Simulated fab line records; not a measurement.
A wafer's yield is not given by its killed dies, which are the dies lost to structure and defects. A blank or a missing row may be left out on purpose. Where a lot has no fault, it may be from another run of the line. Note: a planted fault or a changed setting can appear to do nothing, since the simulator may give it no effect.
Which tool did it? + flow n5_finfet + 10 lots, 30 wafers sampled, at 2 steps of a route of 1938

WHAT EACH GAUGE READ, for each wafer
N5_BEOL_M4_RC_MEAS_101. Usual: DIBL_N 36.4 mV/V, standard deviation 1.4; DIBL_P 36.3 mV/V, standard deviation 1.5; IOFF_N 0.162 nA/um, standard deviation 0.023; IOFF_P 0.211 nA/um, standard deviation 0.027; ION_N 676 uA/um, standard deviation 9.7; ION_P 463 uA/um, standard deviation 6.4; SS_N 71.5 mV/dec, standard deviation 0.5; SS_P 73.3 mV/dec, standard deviation 0.6; VT_N 249.3 mV, standard deviation 2.5; VT_P -249.9 mV, standard deviation 2.8.
| lot  | measured     | on        | DIBL_N (mV/V)  | DIBL_P (mV/V)  | IOFF_N (nA/um)    | IOFF_P (nA/um)    | ION_N (uA/um) | ION_P (uA/um) | SS_N (mV/dec)  | SS_P (mV/dec)  | VT_N (mV)         | VT_P (mV)            | flag |
|------|--------------|-----------|----------------|----------------|-------------------|-------------------|---------------|---------------|----------------|----------------|-------------------|----------------------|------|
| L379 | day 8 05:42  | prober-02 | 36.4 37.6 36.8 | 35.9 36.8 35.5 | 0.157 0.184 0.168 | 0.212 0.222 0.214 | 680 685 683   | 470 468 468   | 70.9 71.6 71.6 | 73.2 73.4 72.8 | 248.7 247.1 247.9 | -249.4 -247.8 -248.2 |      |
| L380 | day 8 12:34  | prober-02 | 36.4 36.8 34.2 | 36.6 37.2 34.2 | 0.157 0.168 0.123 | 0.228 0.234 0.191 | 673 667 664   | 465 463 456   | 71.7 72.5 71.4 | 73.9 74.0 72.8 | 252.4 250.6 254.9 | -249.1 -248.0 -250.8 |      |
| L384 | day 9 20:55  | prober-01 | 33.7 36.4 37.4 | 33.6 36.3 38.2 | 0.121 0.162 0.174 | 0.176 0.223 0.237 | 664 671 670   | 462 461 458   | 70.7 70.9 71.6 | 72.0 72.7 73.3 | 253.4 249.2 249.3 | -253.6 -250.1 -247.8 |      |
| L385 | day 10 01:58 | prober-01 | 36.1 35.1 34.5 | 37.9 36.0 35.8 | 0.168 0.144 0.128 | 0.210 0.177 0.178 | 679 674 660   | 464 458 460   | 71.3 71.2 71.1 | 74.0 73.6 73.0 | 247.3 250.4 252.3 | -248.0 -253.1 -252.5 |      |
| L388 | day 10 20:30 | prober-01 | 35.7 36.9 37.6 | 34.9 36.0 35.8 | 0.142 0.154 0.162 | 0.204 0.207 0.207 | 672 660 661   | 468 459 452   | 71.3 71.2 72.1 | 72.5 73.3 72.9 | 249.4 246.6 251.6 | -246.3 -248.5 -247.9 |      |
| L390 | day 11 01:06 | prober-02 | 38.3 36.5 37.7 | 37.4 35.2 36.0 | 0.166 0.143 0.160 | 0.247 0.202 0.222 | 669 679 670   | 462 467 455   | 71.2 71.3 71.3 | 73.4 73.2 72.9 | 248.3 247.4 249.1 | -245.2 -248.1 -247.1 |      |
| L396 | day 13 04:40 | prober-02 | 35.7 36.4 36.1 | 35.6 37.2 36.2 | 0.161 0.173 0.163 | 0.188 0.212 0.193 | 681 675 689   | 458 457 462   | 72.2 71.8 71.4 | 73.8 74.8 73.2 | 249.8 248.5 250.0 | -252.5 -249.4 -252.2 |      |
| L397 | day 13 07:33 | prober-02 | 36.0 36.4 36.4 | 34.2 33.9 35.0 | 0.153 0.162 0.162 | 0.213 0.216 0.231 | 670 661 665   | 462 457 466   | 71.6 71.6 71.4 | 73.0 71.9 73.6 | 250.2 250.8 250.8 | -250.2 -246.2 -248.0 |      |
| L399 | day 13 08:16 | prober-01 | 36.9 40.8 38.4 | 36.1 42.2 38.3 | 0.163 0.254 0.188 | 0.192 0.309 0.240 | 676 706 699   | 459 473 472   | 71.7 72.2 71.9 | 73.5 75.0 74.3 | 249.4 244.1 248.1 | -251.9 -243.8 -250.8 |      |
| L400 | day 13 09:50 | prober-02 | 34.1 37.0 35.6 | 32.7 36.4 35.0 | 0.122 0.164 0.149 | 0.172 0.225 0.198 | 674 673 691   | 465 463 470   | 70.9 71.6 71.2 | 72.6 73.3 73.7 | 252.4 248.5 247.3 | -251.9 -248.6 -248.5 |      |

N5_BEOL_M12_CD_MEAS_28: target cd 160.2 nm. Usual: 160.6 nm for cd_nm, sd 1.1.
| lot  | measured     | on        | cd_nm (nm)        | flag |
|------|--------------|-----------|-------------------|------|
| L379 | day 10 17:09 | cd_sem-01 | 161.2 161.6 161.3 |      |
| L380 | day 11 11:01 | cd_sem-02 | 161.2 161.3 160.0 |      |
| L384 | day 12 18:07 | cd_sem-03 | 161.6 160.1 160.9 |      |
| L385 | day 12 22:35 | cd_sem-02 | 160.4 159.4 159.9 |      |
| L388 | day 13 10:49 | cd_sem-01 | 160.0 160.2 159.4 |      |
| L390 | day 13 17:17 | cd_sem-02 | 158.8 161.2 161.3 |      |
| L396 | day 16 03:20 | cd_sem-02 | 159.3 158.1 160.2 |      |
| L397 | day 15 19:22 | cd_sem-02 | 160.3 160.6 160.0 |      |
| L399 | day 16 02:19 | cd_sem-02 | 161.9 160.8 161.3 |      |
| L400 | day 16 02:49 | cd_sem-02 | 162.6 160.9 161.4 |      |

EACH LOT AND THE TOOL THAT RAN IT (in order: tool; ch and the chambers of the sampled wafers; start)
No process step before these readings appears in the record.

WHAT THE TOOLS THEMSELVES READ (means of the sampled wafers that have a number; where no wafer has one, the mark that the record gives instead)
The record holds no such reading with a usual standard deviation.

THE ANSWER, worked out from the rows above alone
Rule: lot off if the mean of its wafers having a number is beyond 3 standard deviations from the usual mean. Also off: a lot with no number at a reading for which 4 or more lots have one. The other lots that the step has rows for count as sound. The gauges are gone through in route order, then the tools' own readings, and for those a lot's mean is taken as printed above. The first step at which some lot is off is used, and at that step the reading that is off furthest; a lot without a number counts as furthest.
No lot is off at any reading shown: from this, nothing can be told.

WHAT HAD BEEN PUT IN BY THE SIMULATOR
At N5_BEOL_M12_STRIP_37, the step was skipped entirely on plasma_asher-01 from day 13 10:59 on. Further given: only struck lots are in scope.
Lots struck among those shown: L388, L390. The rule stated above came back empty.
